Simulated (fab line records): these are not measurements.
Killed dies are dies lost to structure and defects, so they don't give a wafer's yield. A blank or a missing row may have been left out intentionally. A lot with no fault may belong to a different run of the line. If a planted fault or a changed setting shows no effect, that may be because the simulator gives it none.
Struck lot and sound lot, side by side + flow nand harc + 42 out of 1302 route steps
Sound: wafers L821.3, L821.4, L821.6. Wafers struck: L836.2, L836.4, L836.6. The cause comes at the end.
At each step with rows: each side's tool, then ch and its chambers, then its first start. Under that, the readings that differ: sound wafers + struck wafers + difference of the means + sigmas: that difference in standard deviations of wafers without a fault.
alike: readings whose means differ by less than 2 such deviations, and words and numbers that are the same on both sides. not compared: withheld readings, readings that some wafer has no value for, bounds like >300 that may hide the same value, and numbers for which the record gives no deviation and whose values overlap.
Wherever a step has rows on one side only, a row that says differs or no value, or a row with sigmas, the two part there. Numbers that don't overlap but have no deviation are shown without sigmas and don't part them. A reading missing from all wafers of one side parts the sides only when that side holds two or more wafers.

NHARC_P_ZERO_WELL_DESCUM_54: chemistry O2, time 3 s.
  sound on rie diel-13 ch 0,2,3, day 2 12:02; struck on rie diel-10 ch 0,1,2, day 8 18:01
  alike: drypump motor current A, oes product au, rf vpp V, showerhead plenum p Torr, throttle valve pct
  not compared: rf hours counter h
then, 5 steps without rows for these wafers: NHARC_P_ZERO_WELL_IMPLANT_55; NHARC_P_ZERO_WELL_IMPLANT_61; NHARC_P_ZERO_WELL_STRIP_56 (strips in SPM, time 840 s); NHARC_P_ZERO_WELL_PRECLEAN_68 (cleans in SC1, time 60 s); NHARC_P_ZERO_WELL_SRD_69.
NHARC_P_ZERO_WELL_RTA_42: time 300 s.
  sound on rtp anneal-02 ch 0, day 2 13:13; struck on rtp anneal-01 ch 0, day 8 19:05
  alike: lamp power pct, lamp_zone_2_pct, wafer_temp_C_max
NHARC_P_ZERO_WELL_INSPECT_43:
  sound on defect inspect-01, day 2 13:40; struck on defect inspect-01, day 8 19:40
  alike: raw defect count
then, 4 steps without rows for these wafers: NHARC_P_STI_ETCH_26 (etches SiO2 in dHF, target depth 11 nm); NHARC_P_STI_PRECLEAN_27 (cleans in SC1); NHARC_P_STI_SRD_28; NHARC_P_STI_OXIDE_29 (material SiO2, target thk 10 nm, ox time 1362 s).
NHARC_P_STI_HM_DEP_30: deposits Si3N4, target thk 80 nm, time 873 s.
  sound on lpcvd-01 ch 0, day 3 04:00; struck on lpcvd-01 ch 0, day 9 08:29
  alike: pressure mtorr, zone power top pct
then, 9 steps without rows for these wafers: NHARC_P_STI_DEHYDRATE_01 (time 120 s); NHARC_P_STI_HMDS_02 (time 30 s); NHARC_P_STI_COAT_41 (time 65 s); NHARC_P_STI_COAT_03 (resist thk 600 nm); NHARC_P_STI_SOFTBAKE_04 (time 70 s); NHARC_P_STI_EBR_05; NHARC_P_STI_EXPOSE_06 (exposes mask P STI, target cd 200 nm); NHARC_P_STI_PEB_07 (peb time 80 s); NHARC_P_STI_DEVELOP_08 (time 50 s).
NHARC_P_STI_CD_MEAS_09: target cd 200 nm.
  sound on cd sem-02 ch 0, day 3 08:07; struck on cd sem-02 ch 0, day 9 12:38
  alike: cd nm
NHARC_P_STI_OVL_MEAS_10:
  sound on overlay-01, day 3 08:12; struck on overlay-01, day 9 12:43
| reading           | sound    | struck   | difference | sigmas |
|-------------------|----------|----------|------------|--------|
| overlay x nm (nm) | 11 11 11 | -3 -3 -3 | -14        | -3     |
  alike: overlay y nm
NHARC_P_STI_INSPECT_11:
  sound on defect inspect-02, day 3 08:14; struck on defect inspect-02, day 9 12:45
  alike: raw defect count
then, 1 step without rows for these wafers: NHARC_P_STI_HARDBAKE_13 (time 65 s).
NHARC_P_STI_DESCUM_14: chemistry O2, time 3 s.
  sound on rie diel-08 ch 0,1,2, day 3 08:22; struck on rie diel-08 ch 0,3, day 9 12:54
  alike: drypump motor current A, oes product au, rf vpp V, showerhead plenum p Torr, throttle valve pct
  not compared: rf hours counter h
NHARC_P_STI_ETCH_42: etches the open film in N2/H2, target depth 80 nm, overetch 24 nm, time 61 s.
  sound on rie diel-08 ch 1,2, day 3 08:27; struck on rie diel-08 ch 0,1, day 9 12:59
  alike: drypump motor current A, oes product au, rf vpp V, showerhead plenum p Torr, throttle valve pct
  not compared: rf hours counter h
NHARC_P_STI_ETCH_31: etches the open film in CF4/CHF3, target depth 108.9 nm, time 54.5 s.
  sound: rie diel-08 ch 0,1,3; struck: rie diel-08 ch 1,3
  alike: drypump motor current A, oes product au, rf vpp V, showerhead plenum p Torr, throttle valve pct
  not compared: rf hours counter h
then, 1 step without rows for these wafers: NHARC_P_STI_ETCH_15 (etches the open film in HBr/Cl2, target depth 300 nm, time 100.1 s).
NHARC_P_STI_CD_MEAS_16:
  sound on cd sem-02, day 3 08:49; struck on cd sem-02, day 9 13:22
  alike: cd nm
NHARC_P_STI_OCD_MEAS_17:
  sound on ocd-01, day 3 08:54; struck on ocd-01, day 9 13:27
  alike: trench foot cd nm
then, 3 steps without rows for these wafers: NHARC_P_STI_STRIP_19 (strips in SPM, time 900 s); NHARC_P_STI_PRECLEAN_32 (cleans in SC1); NHARC_P_STI_SRD_23.
NHARC_P_STI_OCD_MEAS_43:
  sound on ocd-02, day 3 09:25; struck on ocd-02, day 9 13:58
  alike: trench foot cd nm
then, 5 steps without rows for these wafers: NHARC_P_STI_OXIDE_33 (material SiO2, target thk 10 nm, ox time 281 s); NHARC_P_STI_HDPCVD_20 (deposits SiO2); NHARC_P_STI_ANNEAL_34 (time 1800 s); NHARC_P_STI_CMP_21 (polishes, t overpolish 20 s, target thk 380.67 nm); NHARC_P_STI_SRD_35.
-- the record jumps here: 22 days lie between the struck wafers' starts before and after (it left off in module P_STI and takes up again in module END, whose first step shown is number 1302 of the route) --
NHARC_END_SORT_01:
  at this point the record logs the struck wafers (prober-01 ch 0, day 31 14:13) and has no rows for the sound ones

## WHERE THEY PART
At NHARC_P_STI_OVL_MEAS_10 first; at NHARC_END_SORT_01 last (within this record only).

WHY: whatever the simulator had introduced
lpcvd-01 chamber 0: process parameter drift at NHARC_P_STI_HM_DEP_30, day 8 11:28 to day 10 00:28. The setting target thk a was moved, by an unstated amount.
